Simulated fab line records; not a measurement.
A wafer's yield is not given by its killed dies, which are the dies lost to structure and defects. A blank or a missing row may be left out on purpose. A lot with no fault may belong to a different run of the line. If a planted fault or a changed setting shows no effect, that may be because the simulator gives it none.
fab line records + flow n5-finfet
record:
- lots: 10
- wafers: 30
- last-day: 18
route steps=1938 shown MOL_CONTACT_COAG@546 BEOL_M4@1111 PASSIVATION@1936
lots that met no fault: taken from a fault-free run of the same line
start-h: hours from the record's first day to the start of the lot's first wafer shown + wait-h: hours since the lot's step before + " same as the row above + L1.1+2: one row covering several wafers at once + - either no value or no given start + * or withheld: withheld + < > ~ a bound
route shown NAME@n: a module of which the file shows steps, and the number in the route of the first + usual: the fault-free wafers' mean and standard deviation + same: alike in all rows + chamber/n: place in a boat + sites: readings site by site + _std_site: how widely they spread, as a standard deviation + _edge_site: mean of outer sites minus mean of inner sites + radius-mm: how far each site lies from the wafer's centre + mask NAME#n: copy n + behind: tool/chamber where the wafer was last shaped + hold: the reason the lot was held/the length of the hold in hours/how it ended + device: the transistor (n, p or np) that didn't switch + end of line: tests run on the same wafers once the route is complete + for a step that has no rows: nothing shown but its recipe + killed: count of dies lost to structure and defects at first sort (not the wafer's yield) + map: a wafer's dies, x killed, . not, _ none there
set.NAME: the setting that was run; set.NAME@STEP: the one run at that earlier step + model.NAME: the simulator's own value behind a step, which no gauge read
one table for each step of the route and one row for each wafer, over a sample of lots
services: the hour from which a tool's chamber was out of use, counted from the record's first day as start-h (under 0 if before that day), plus the number of hours and why
== steps ==
step: N5_MOL_CONTACT_COAG_PRE_CLEAN_141
recipe:
- gas: H2/He
- time-s: 60
- temp-c: 300
usual:
- heater-power-w: 461/58
| lot.wafer | tool           | chamber | start-h | wait-h | heater-power-w |
|-----------|----------------|---------|---------|--------|----------------|
| L702.1    | pvd-sputter-01 | -       | 101.11  | 1.2    | 397            |
| L702.3    | "              | -       | "       | "      | 343            |
| L702.4    | "              | -       | "       | "      | 531            |
| L705.2    | pvd-sputter-03 | -       | 118.29  | 0.6    | 459            |
| L705.3    | "              | -       | "       | "      | 458            |
| L705.4    | "              | -       | "       | "      | 505            |
| L708.1    | pvd-sputter-02 | -       | 135.91  | 1.1    | 514            |
| L708.4    | "              | -       | "       | "      | 401            |
| L708.5    | "              | -       | "       | "      | 518            |
| L709.2    | pvd-sputter-03 | -       | 143.07  | 0.2    | 464            |
| L709.5    | "              | -       | "       | "      | 495            |
| L709.6    | "              | -       | "       | "      | 463            |
| L710.1    | pvd-sputter-03 | -       | 152.29  | 2.1    | 486            |
| L710.4    | "              | -       | "       | "      | 451            |
| L710.5    | "              | -       | "       | "      | 503            |
| L719.3    | pvd-sputter-01 | -       | 207.39  | 0.4    | 513            |
| L719.4    | "              | -       | "       | "      | 527            |
| L719.6    | "              | -       | "       | "      | 522            |
| L720.1    | pvd-sputter-03 | -       | 210.05  | 1.8    | 492            |
| L720.4    | "              | -       | "       | "      | 513            |
| L720.6    | "              | -       | "       | "      | 468            |
| L721.2    | pvd-sputter-01 | -       | 215.88  | 0.5    | 513            |
| L721.3    | "              | -       | "       | "      | 403            |
| L721.6    | "              | -       | "       | "      | 348            |
| L722.1    | pvd-sputter-02 | -       | 221.47  | 0.6    | 391            |
| L722.2    | "              | -       | "       | "      | 499            |
| L722.5    | "              | -       | "       | "      | 427            |
| L723.1    | pvd-sputter-02 | -       | 230.74  | 1.1    | 504            |
| L723.4    | "              | -       | "       | "      | 419            |
| L723.6    | "              | -       | "       | "      | 503            |
step: N5_MOL_CONTACT_COAG_CMP_23
recipe:
- stop-on: SiO2
- t-overpolish-s: 1.5
- post-cmp-clean: cu-alkaline
- down-force-psi: 2
- platen-rpm: 50.289
- pad-velocity-m-s: 1.0006
- target-thk-nm: 0
usual:
- head-pressure-psi: 2.000/0.0045
- motor-current-A: 8.3/1.1
- overpolish-run-s: 1.499/0.0092
- time-to-endpoint-s: 9.7/2
| lot.wafer | tool   | chamber | start-h | wait-h | head-pressure-psi | motor-current-A | overpolish-run-s | time-to-endpoint-s |
|-----------|--------|---------|---------|--------|-------------------|-----------------|------------------|--------------------|
| L702.3    | cmp-03 | 2       | 104.61  | 0.0    | 1.996             | 8.5             | 1.506            | 13.4               |
| L702.4    | "      | 3       | "       | "      | 1.994             | 10.5            | 1.513            | 8.5                |
| L702.1    | "      | 0       | "       | "      | 2.000             | 7.8             | 1.502            | 12.1               |
| L705.2    | cmp-03 | 2       | 121.73  | 0.0    | 2.008             | 8.3             | 1.507            | 13.7               |
| L705.4    | "      | 3       | "       | "      | 1.999             | 10.6            | 1.482            | 7.9                |
| L705.3    | "      | 1       | "       | "      | 1.996             | 7.7             | 1.507            | 10.2               |
| L708.1    | cmp-01 | 1       | 139.58  | 0.0    | 1.990             | 8.4             | 1.495            | 10.0               |
| L708.4    | "      | 0       | "       | "      | 1.997             | 8.0             | 1.496            | 12.4               |
| L708.5    | "      | 2       | "       | "      | 1.999             | 7.2             | 1.486            | 9.6                |
| L709.2    | cmp-01 | 1       | 146.07  | 0.1    | 1.998             | 8.6             | 1.492            | 12.3               |
| L709.6    | "      | 0       | "       | "      | 2.006             | 7.4             | 1.511            | 9.5                |
| L709.5    | "      | 1       | "       | "      | 2.000             | 8.2             | 1.508            | 10.6               |
| L710.1    | cmp-01 | 3       | 156.14  | 0.0    | 2.000             | 8.9             | 1.486            | 13.9               |
| L710.4    | "      | 2       | "       | "      | 1.992             | 7.4             | 1.501            | 13.0               |
| L710.5    | "      | 3       | "       | "      | 2.003             | 8.0             | 1.501            | 13.4               |
| L719.4    | cmp-04 | 0       | 210.70  | 0.1    | 2.002             | 7.0             | 1.492            | 8.1                |
| L719.3    | "      | 2       | "       | "      | 1.995             | 8.9             | 1.482            | 8.3                |
| L719.6    | "      | 3       | "       | "      | 2.000             | 8.0             | 1.502            | 6.1                |
| L720.4    | cmp-03 | 3       | 214.90  | 0.1    | 2.003             | 10.7            | 1.491            | 7.6                |
| L720.1    | "      | 1       | "       | "      | 1.995             | 7.8             | 1.500            | 8.2                |
| L720.6    | "      | 3       | "       | "      | 1.998             | 10.5            | 1.506            | 10.2               |
| L721.3    | cmp-03 | 2       | 218.67  | 0.0    | 1.999             | 9.1             | 1.505            | 12.5               |
| L721.2    | "      | 3       | "       | "      | 1.991             | 10.3            | 1.505            | 10.2               |
| L721.6    | "      | 3       | "       | "      | 2.001             | 10.9            | 1.483            | 10.9               |
| L722.1    | cmp-04 | 3       | 224.56  | 0.1    | 1.997             | 7.8             | 1.495            | 5.8                |
| L722.2    | "      | 1       | "       | "      | 1.992             | 8.2             | 1.495            | 10.0               |
| L722.5    | "      | 3       | "       | "      | 2.003             | 7.3             | 1.505            | 8.4                |
| L723.1    | cmp-04 | 3       | 236.04  | 0.1    | 2.001             | 7.7             | 1.500            | 10.7               |
| L723.4    | "      | 0       | "       | "      | 2.001             | 6.8             | 1.492            | 8.7                |
| L723.6    | "      | 3       | "       | "      | 2.000             | 7.7             | 1.511            | 8.2                |
step: N5_MOL_CONTACT_COAG_ALD_123
recipe:
- material: SiNx
- target-thk-a: 50
- temp-c: 400
- ald-precursor-family: SiH2I2
- ald-co-reactant: N2/H2-plasma
- pulse-time-s: 1
- purge-time-s: 2
- co-reactant-purge-time-s: 2
- ald-cycles: 100
- pressure-torr: 2
usual:
- heater-power-outer-w: 542/68
- heater-power-w: 873/100
- precursor-pulse-height-rel: 1.000/0.019
- susceptor-temp-C: 400.00/0.24
same:
- co-reactant-purge-time-s: 2
| lot.wafer | tool       | chamber | start-h | wait-h | heater-power-outer-w | heater-power-w | precursor-pulse-height-rel | susceptor-temp-C |
|-----------|------------|---------|---------|--------|----------------------|----------------|----------------------------|------------------|
| L702.1    | ald-sin-03 | 3       | 107.39  | 0.1    | 517                  | 841            | 1.014                      | 400.34           |
| L702.3    | "          | 0       | "       | "      | 577                  | 922            | 0.984                      | 399.82           |
| L702.4    | "          | 1       | "       | "      | 486                  | 778            | 1.001                      | 400.61           |
| L705.2    | ald-sin-03 | 0       | 124.45  | 0.0    | 587                  | 892            | 1.000                      | 399.85           |
| L705.3    | "          | 2       | "       | "      | 528                  | 899            | 0.990                      | 400.10           |
| L705.4    | "          | 1       | "       | "      | 497                  | 773            | 1.012                      | 400.37           |
| L708.1    | ald-sin-03 | 1       | 142.30  | 0.0    | 511                  | 779            | 0.982                      | 405.53           |
| L708.4    | "          | 0       | "       | "      | 558                  | 893            | 1.014                      | 399.92           |
| L708.5    | "          | 1       | "       | "      | 528                  | 775            | 0.990                      | 405.37           |
| L709.2    | ald-sin-03 | 0       | 148.79  | 0.0    | 560                  | 886            | 1.038                      | 400.27           |
| L709.5    | "          | 1       | "       | "      | 512                  | 786            | 0.977                      | 405.44           |
| L709.6    | "          | 2       | "       | "      | 550                  | 876            | 1.014                      | 399.92           |
| L710.1    | ald-sin-01 | 3       | 159.53  | 0.2    | 544                  | 896            | 0.963                      | 399.66           |
| L710.4    | "          | 3       | "       | "      | 548                  | 912            | 0.995                      | 399.80           |
| L710.5    | "          | 2       | "       | "      | 677                  | 1048           | 1.015                      | 399.87           |
| L719.3    | ald-sin-02 | 3       | 213.47  | 0.1    | 634                  | 1001           | 0.978                      | 400.24           |
| L719.4    | "          | 2       | "       | "      | 452                  | 737            | 0.970                      | 400.13           |
| L719.6    | "          | 3       | "       | "      | 640                  | 992            | 0.974                      | 400.00           |
| L720.1    | ald-sin-03 | 0       | 217.59  | 0.0    | 567                  | 925            | 1.003                      | 400.06           |
| L720.4    | "          | 2       | "       | "      | 538                  | 912            | 0.973                      | 400.17           |
| L720.6    | "          | 3       | "       | "      | 538                  | 863            | 1.005                      | 399.83           |
| L721.2    | ald-sin-02 | 3       | 221.39  | 0.0    | 640                  | 961            | 1.010                      | 400.51           |
| L721.3    | "          | 1       | "       | "      | 420                  | 713            | 1.010                      | 399.98           |
| L721.6    | "          | 0       | "       | "      | 534                  | 827            | 0.993                      | 399.87           |
| L722.1    | ald-sin-03 | 1       | 227.52  | 0.3    | 500                  | 778            | 0.994                      | 399.87           |
| L722.2    | "          | 0       | "       | "      | 568                  | 898            | 0.982                      | 400.28           |
| L722.5    | "          | 1       | "       | "      | 497                  | 756            | 1.013                      | 399.88           |
| L723.1    | ald-sin-03 | 1       | 240.25  | 1.6    | 499                  | 784            | 0.977                      | 400.34           |
| L723.4    | "          | 2       | "       | "      | 555                  | 936            | 1.037                      | 400.14           |
| L723.6    | "          | 1       | "       | "      | 487                  | 769            | 1.006                      | 400.07           |
step: N5_MOL_CONTACT_COAG_CD_MEAS_84
recipe:
- target-cd-nm: 25.1
- landing-energy-ev: 500
- detector: se-inlens
- polarity: opening
usual:
- cd-nm: 25.08/0.23
| lot.wafer | tool      | chamber | start-h | wait-h | cd-nm |
|-----------|-----------|---------|---------|--------|-------|
| L702.1    | cd-sem-01 | 0       | 108.36  | -      | 24.85 |
| L702.3    | "         | 0       | "       | "      | 24.95 |
| L702.4    | "         | 0       | "       | "      | 25.39 |
| L705.2    | cd-sem-01 | 0       | 125.42  | -      | 24.85 |
| L705.3    | "         | 0       | "       | "      | 24.91 |
| L705.4    | "         | 0       | "       | "      | 25.22 |
| L708.1    | cd-sem-03 | 0       | 143.27  | -      | 25.22 |
| L708.4    | "         | 0       | "       | "      | 24.92 |
| L708.5    | "         | 0       | "       | "      | 25.23 |
| L709.2    | cd-sem-02 | 0       | 149.76  | -      | 25.23 |
| L709.5    | "         | 0       | "       | "      | 25.27 |
| L709.6    | "         | 0       | "       | "      | 25.22 |
| L710.1    | cd-sem-03 | 0       | 160.37  | -      | 25.52 |
| L710.4    | "         | 0       | "       | "      | 25.05 |
| L710.5    | "         | 0       | "       | "      | 25.46 |
| L719.3    | cd-sem-03 | 0       | 214.31  | -      | 24.99 |
| L719.4    | "         | 0       | "       | "      | 24.87 |
| L719.6    | "         | 0       | "       | "      | 24.58 |
| L720.1    | cd-sem-02 | 0       | 218.43  | -      | 24.54 |
| L720.4    | "         | 0       | "       | "      | 25.11 |
| L720.6    | "         | 0       | "       | "      | 24.87 |
| L721.2    | cd-sem-02 | 0       | 222.23  | -      | 24.84 |
| L721.3    | "         | 0       | "       | "      | 24.93 |
| L721.6    | "         | 0       | "       | "      | 24.99 |
| L722.1    | cd-sem-02 | 0       | 228.38  | -      | 25.32 |
| L722.2    | "         | 0       | "       | "      | 25.09 |
| L722.5    | "         | 0       | "       | "      | 25.32 |
| L723.1    | cd-sem-01 | 0       | 241.22  | -      | 25.44 |
| L723.4    | "         | 0       | "       | "      | 24.90 |
| L723.6    | "         | 0       | "       | "      | 25.16 |
step: N5_BEOL_M4_RC_MEAS_101
usual:
- DIBL_N: 36.3/1.6
- DIBL_P: 36.5/1.6
- IOFF_N: 0.163/0.026
- IOFF_P: 0.22/0.033
- ION_N: 676/9.9
- ION_P: 464/6.5
- SS_N: 71.5/0.5
- SS_P: 73.3/0.64
- VT_N: 249.3/2.9
- VT_P: -250/3.2
| lot.wafer | tool      | chamber | start-h | wait-h | DIBL_N[mV/V] | DIBL_P[mV/V] | IOFF_N[nA/um] | IOFF_P[nA/um] | ION_N[uA/um] | ION_P[uA/um] | SS_N[mV/dec] | SS_P[mV/dec] | VT_N[mV] | VT_P[mV] |
|-----------|-----------|---------|---------|--------|--------------|--------------|---------------|---------------|--------------|--------------|--------------|--------------|----------|----------|
| L702.1    | prober-02 | 0       | 200.28  | 0.1    | 36.5         | 35.4         | 0.157         | 0.23          | 674          | 461          | 72.0         | 72.8         | 251.4    | -249     |
| L702.3    | "         | 0       | "       | "      | 38.0         | 37.1         | 0.188         | 0.26          | 685          | 476          | 72.2         | 73.8         | 244.5    | -245     |
| L702.4    | "         | 0       | "       | "      | 35.6         | 34.9         | 0.149         | 0.22          | 695          | 479          | 71.3         | 73.0         | 246.2    | -246     |
| L705.2    | prober-02 | 0       | 208.37  | 0.2    | 36.9         | 37.9         | 0.179         | 0.22          | 673          | 463          | 71.6         | 74.8         | 245.1    | -251     |
| L705.3    | "         | 0       | "       | "      | 37.0         | 38.1         | 0.182         | 0.22          | 688          | 466          | 71.7         | 73.9         | 246.4    | -250     |
| L705.4    | "         | 0       | "       | "      | 35.6         | 36.5         | 0.160         | 0.20          | 697          | 464          | 70.8         | 74.3         | 248.8    | -253     |
| L709.2    | prober-02 | 0       | 234.80  | 0.2    | 38.9         | 37.9         | 0.218         | 0.28          | 683          | 474          | 72.0         | 73.7         | 246.9    | -247     |
| L709.5    | "         | 0       | "       | "      | 39.4         | 38.2         | 0.235         | 0.28          | 689          | 469          | 72.1         | 74.2         | 242.8    | -246     |
| L709.6    | "         | 0       | "       | "      | 39.1         | 37.9         | 0.222         | 0.28          | 696          | 473          | 72.5         | 73.8         | 244.2    | -245     |
| L708.1    | prober-01 | 0       | 235.10  | 0.0    | 34.5         | 35.3         | 0.135         | 0.17          | 670          | 452          | 71.3         | 72.5         | 252.4    | -254     |
| L708.4    | "         | 0       | "       | "      | 34.2         | 35.9         | 0.142         | 0.18          | 682          | 464          | 71.1         | 72.5         | 249.9    | -250     |
| L708.5    | "         | 0       | "       | "      | 33.9         | 34.6         | 0.129         | 0.17          | 674          | 461          | 71.5         | 72.6         | 249.3    | -252     |
| L710.1    | prober-02 | 0       | 254.38  | 0.0    | 35.7         | 36.2         | 0.166         | 0.22          | 674          | 464          | 71.5         | 73.8         | 249.9    | -248     |
| L710.4    | "         | 0       | "       | "      | 36.0         | 36.5         | 0.165         | 0.22          | 677          | 463          | 70.5         | 73.2         | 250.0    | -248     |
| L710.5    | "         | 0       | "       | "      | 35.3         | 35.6         | 0.152         | 0.21          | 667          | 458          | 71.2         | 73.4         | 250.9    | -249     |
| L720.1    | prober-01 | 0       | 304.18  | 0.0    | 38.4         | 42.3         | 0.213         | 0.29          | 685          | 470          | 72.8         | 74.2         | 246.6    | -245     |
| L720.4    | "         | 0       | "       | "      | 35.0         | 37.9         | 0.145         | 0.21          | 680          | 470          | 70.8         | 72.1         | 248.1    | -250     |
| L720.6    | "         | 0       | "       | "      | 35.9         | 38.6         | 0.164         | 0.23          | 682          | 471          | 71.5         | 72.9         | 250.8    | -249     |
| L719.3    | prober-01 | 0       | 307.48  | 0.3    | 33.9         | 34.1         | 0.123         | 0.21          | 676          | 477          | 71.4         | 72.4         | 255.8    | -246     |
| L719.4    | "         | 0       | "       | "      | 34.3         | 34.0         | 0.123         | 0.20          | 665          | 459          | 71.0         | 73.1         | 254.4    | -248     |
| L719.6    | "         | 0       | "       | "      | 34.3         | 33.9         | 0.128         | 0.21          | 663          | 467          | 71.2         | 72.2         | 256.5    | -247     |
| L721.2    | prober-01 | 0       | 309.38  | 0.2    | 35.9         | 35.8         | 0.146         | 0.20          | 667          | 459          | 71.0         | 73.1         | 253.6    | -251     |
| L721.3    | "         | 0       | "       | "      | 35.8         | 36.3         | 0.143         | 0.20          | 671          | 467          | 71.2         | 73.1         | 250.4    | -253     |
| L721.6    | "         | 0       | "       | "      | 35.9         | 36.1         | 0.152         | 0.20          | 675          | 462          | 71.4         | 72.5         | 251.3    | -254     |
| L722.1    | prober-01 | 0       | 316.29  | 0.0    | 36.0         | 37.1         | 0.169         | 0.22          | 669          | 465          | 71.8         | 73.4         | 249.5    | -250     |
| L722.2    | "         | 0       | "       | "      | 34.9         | 35.2         | 0.145         | 0.19          | 662          | 456          | 71.6         | 73.5         | 252.3    | -251     |
| L722.5    | "         | 0       | "       | "      | 35.7         | 36.3         | 0.164         | 0.22          | 672          | 462          | 71.7         | 73.8         | 250.3    | -248     |
| L723.1    | prober-01 | 0       | 320.48  | 0.0    | 36.3         | 35.8         | 0.173         | 0.24          | 681          | 463          | 71.5         | 73.2         | 246.1    | -246     |
| L723.4    | "         | 0       | "       | "      | 36.5         | 35.5         | 0.165         | 0.23          | 671          | 462          | 72.0         | 74.0         | 247.7    | -246     |
| L723.6    | "         | 0       | "       | "      | 38.5         | 39.0         | 0.217         | 0.30          | 696          | 473          | 72.0         | 74.1         | 243.8    | -245     |
step: N5_PASSIVATION_PROBE_49
usual:
- defect-limited-yield: 91.2/1.5
- killed_at_M0_to_M3: 32/9.6
- killed_at_M4_up: 13/5.3
- killed-at-contacts: 13/6.7
- killed-at-front-end: 42/11
- killed-at-other: 3.8/2.9
- killed-dies: 103/17
- killed-open: 67/13
- killed-short: 35/7.9
- sort_bin_5_function: 5.2/0.94
- sort_bin_6_memory: 3.3/0.64
- sort-n-pass: 1077/17
- sort-yield-pct: 91.2/1.5
same:
- gross-dies: 1180
- killed-at-back-side: 0
- sort_bin_4_leakage[%]: 0
- sort_bin_8_speed[%]: 0
| lot.wafer | tool      | chamber | start-h | wait-h | defect-limited-yield[%] | killed_at_M0_to_M3 | killed_at_M4_up | killed-at-contacts | killed-at-front-end | killed-at-other | killed-dies | killed-open | killed-short | sort_bin_5_function[%] | sort_bin_6_memory[%] | sort-n-pass | sort-yield-pct[%] |
|-----------|-----------|---------|---------|--------|-------------------------|--------------------|-----------------|--------------------|---------------------|-----------------|-------------|-------------|--------------|------------------------|----------------------|-------------|-------------------|
| L702.1    | prober-02 | -       | 308.96  | 0.0    | 91.0                    | 32                 | 22              | 9                  | 38                  | 5               | 106         | 79          | 25           | 5.7                    | 3.1                  | 1074        | 91.0              |
| L702.3    | prober-02 | -       | 309.06  | 0.1    | 91.1                    | 24                 | 25              | 10                 | 43                  | 3               | 105         | 72          | 28           | 4.3                    | 4.2                  | 1075        | 91.1              |
| L702.4    | prober-02 | -       | 309.11  | 0.2    | 92.1                    | 13                 | 20              | 6                  | 53                  | 1               | 93          | 59          | 34           | 4.7                    | 2.9                  | 1087        | 92.1              |
| L709.2    | prober-01 | -       | 346.21  | 0.1    | 91.6                    | 25                 | 11              | 5                  | 51                  | 7               | 99          | 74          | 25           | 5.2                    | 3.0                  | 1081        | 91.6              |
| L709.5    | prober-01 | -       | 346.36  | 0.2    | 91.6                    | 22                 | 12              | 9                  | 47                  | 9               | 99          | 63          | 35           | 5.3                    | 3.0                  | 1081        | 91.6              |
| L709.6    | prober-01 | -       | 346.41  | 0.3    | 90.4                    | 37                 | 8               | 9                  | 50                  | 9               | 113         | 75          | 37           | 5.5                    | 3.9                  | 1067        | 90.4              |
killed by level:class
L702.1 STI_FIN_REVEAL:geometric-particle:open=23 BEOL_M4:geometric-particle:open=12 BEOL_M2:geometric-particle:open=9 MOL_CONTACT_COAG:geometric-particle:open=7 BEOL_M0:geometric-particle:open=7 BEOL_M4:geometric-particle:short=5 BEOL_M1:geometric-particle:open=5 BEOL_M3:geometric-particle:open=4
L702.3 STI_FIN_REVEAL:geometric-particle:open=16 BEOL_M4:geometric-particle:open=10 MOL_CONTACT_COAG:geometric-particle:open=9 DUMMY_GATE:geometric-particle:open=6 BEOL_M0_SAQP:geometric-particle:short=6 STI_FIN_REVEAL:geometric-particle:short=5 BEOL_M0_SAQP:geometric-particle:open=5 BEOL_M1:geometric-particle:open=5
L702.4 STI_FIN_REVEAL:geometric-particle:open=15 DUMMY_GATE:geometric-particle:open=8 BEOL_M4:geometric-particle:short=8 FIN_SAQP:geometric-particle:short=6 STARTING-WAFER:geometric-particle:open=6 FIN_SAQP:geometric-particle:open=5 STI_FIN_REVEAL:geometric-particle:short=5 BEOL_M0:geometric-particle:open=5
L709.2 STI_FIN_REVEAL:geometric-particle:open=15 BEOL_M1:geometric-particle:open=11 FIN_SAQP:geometric-particle:open=9 DUMMY_GATE:geometric-particle:open=7 BEOL_M0_SAQP:geometric-particle:short=6 BEOL_M0_SAQP:geometric-particle:open=5 MOL_CONTACT_COAG:geometric-particle:open=5 ILD0:geometric-particle:short=4
L709.5 STI_FIN_REVEAL:geometric-particle:open=15 BEOL_M3:geometric-particle:open=9 FIN_SAQP:geometric-particle:short=8 MOL_CONTACT_COAG:geometric-particle:open=7 BEOL_M4:geometric-particle:open=5 FIN_SAQP:geometric-particle:open=4 DUMMY_GATE:geometric-particle:open=4 GATE_CUT:geometric-particle:short=4
L709.6 STI_FIN_REVEAL:geometric-particle:open=27 BEOL_M0_SAQP:geometric-particle:short=15 BEOL_M0_SAQP:geometric-particle:open=13 MOL_CONTACT_COAG:geometric-particle:open=8 FIN_SAQP:geometric-particle:short=6 BEOL_M1:geometric-particle:open=6 BEOL_M7:geometric-particle:open=4 STI_FIN_REVEAL:geometric-particle:short=3
== services ==
| tool           | chamber | start-h | hours | kind                           |
|----------------|---------|---------|-------|--------------------------------|
| ald-sin-01     | 0       | 79.67   | 12.1  | repair                         |
| cmp-01         | -       | 80.62   | 2.4   | repair                         |
| ald-sin-01     | -       | 85.25   | 14.0  | pm                             |
| cmp-03         | -       | 93.06   | 3.3   | repair                         |
| cmp-03         | -       | 102.10  | 1.4   | repair                         |
| ald-sin-02     | -       | 112.02  | 6.1   | pm                             |
| cmp-03         | -       | 115.28  | 1.9   | repair                         |
| cmp-03         | -       | 122.34  | 0.2   | repair                         |
| pvd-sputter-03 | -       | 123.26  | 7.9   | repair                         |
| cmp-04         | -       | 134.97  | 0.8   | repair                         |
| pvd-sputter-02 | -       | 137.70  | 5.1   | repair                         |
| cmp-01         | -       | 139.81  | 3.7   | pm                             |
| cmp-04         | -       | 145.28  | 1.4   | repair                         |
| cmp-03         | -       | 150.85  | 4.0   | pm                             |
| cmp-03         | -       | 154.85  | -     | consumable-replace:conditioner |
| cmp-03         | -       | 154.85  | -     | consumable-replace:pad         |
| ald-sin-02     | -       | 176.79  | 14.0  | pm                             |
| ald-sin-02     | 0       | 176.79  | 14.0  | vent-cycle                     |
| ald-sin-02     | 1       | 176.79  | 14.0  | vent-cycle                     |
| cmp-01         | -       | 182.05  | 0.7   | repair                         |
| cmp-04         | -       | 191.68  | 0.3   | repair                         |
| ald-sin-03     | -       | 204.96  | 6.0   | pm                             |
| ald-sin-02     | 3       | 205.50  | 4.2   | repair                         |
| ald-sin-03     | 3       | 238.84  | 2.9   | repair                         |
== key ==
first-sign:
- step: N5_MOL_CONTACT_COAG_ALD_123
- reading: susceptor-temp-C
- direction: up
- sigmas: 23
- usual: *
- struck: *
effect none on later readings
met-at N5_MOL_CONTACT_COAG_ALD_123
struck-lots L708,L709
struck-wafers L708.1,L708.5,L709.5
not-acting-at N5_MOL_CONTACT_COAG_PRE_CLEAN_141,N5_MOL_CONTACT_COAG_CMP_23,N5_MOL_CONTACT_COAG_CD_MEAS_84
onset-between 124.45 142.30
fault:
- kind: process-parameter-drift
- tool: ald-sin-03
- chamber: 1
- onset-h: 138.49
- steps: N5_MOL_CONTACT_COAG_ALD_123
- channel: temp-c
- offset: *
- shape: step
- end-h: 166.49
- acts-in: *
- stated: *
